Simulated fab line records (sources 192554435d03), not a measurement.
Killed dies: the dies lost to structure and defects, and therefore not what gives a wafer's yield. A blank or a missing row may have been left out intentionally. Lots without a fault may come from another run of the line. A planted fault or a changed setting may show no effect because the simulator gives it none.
Matching of chambers | flow n5-finfet | rie-diel-04 running N5_GATE_CUT_ETCH_58: 4 sister chambers
The step etches SiNx in CH3F/O2, target depth 17 nm, time 128.6 s. 8 wafers are shown with their chamber, then 8 later ones without.

WAFERS, EACH WITH ITS CHAMBER
wafer  | chamber | throttle-valve-pct (%) | oes-product-au (a.u.)
L082.2 | 2       | 16.2                   | 0.83
L086.6 | 0       | 15.8                   | 0.96
L089.3 | 3       | 15.9                   | 0.89
L089.4 | 0       | 15.8                   | 0.95
L092.1 | 2       | 16.3                   | 0.80
L092.4 | 3       | 15.9                   | 0.90
L092.5 | 1       | 16.7                   | 0.68
L091.1 | 1       | 16.7                   | 0.69

WAFERS WITHOUT THEIR CHAMBER
wafer  | throttle-valve-pct (%) | oes-product-au (a.u.)
L091.3 | 16.3                   | 0.81
L091.4 | 15.8                   | 0.93
L094.2 | 16.7                   | 0.69
L094.5 | 16.7                   | 0.69
L094.6 | 15.8                   | 0.92
L095.1 | 15.8                   | 0.92
L095.3 | 16.7                   | 0.69
L095.4 | 15.9                   | 0.90

EACH ONE'S CHAMBER
wafer  | from the rows above     | in truth
L091.3 | 2                       | 2
L091.4 | can't be placed: 0 or 3 | 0
L094.2 | 1                       | 1
L094.5 | 1                       | 1
L094.6 | can't be placed: 0 or 3 | 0
L095.1 | can't be placed: 0 or 3 | 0
L095.3 | 1                       | 1
L095.4 | 3                       | 3
Correct placement for 5 of the 8. These rows do not allow placing 3 (true chamber among the candidates in 3). 0 placed wrongly.
How it was worked out, from the rows above alone: a wafer's distance from a chamber is the root of the sum, over the readings, of the square of ((its reading less the chamber's mean) divided by the reading's scatter). If the next closest chamber is less than 2 further off than the closest, the wafer can't be placed; otherwise it belongs to the closest. For every chamber, the mean is computed from those of its wafers that are shown. The scatter is the square root of a quotient: the sum, over the shown wafers, of each reading's squared deviation from its chamber's mean, divided by wafers minus chambers.
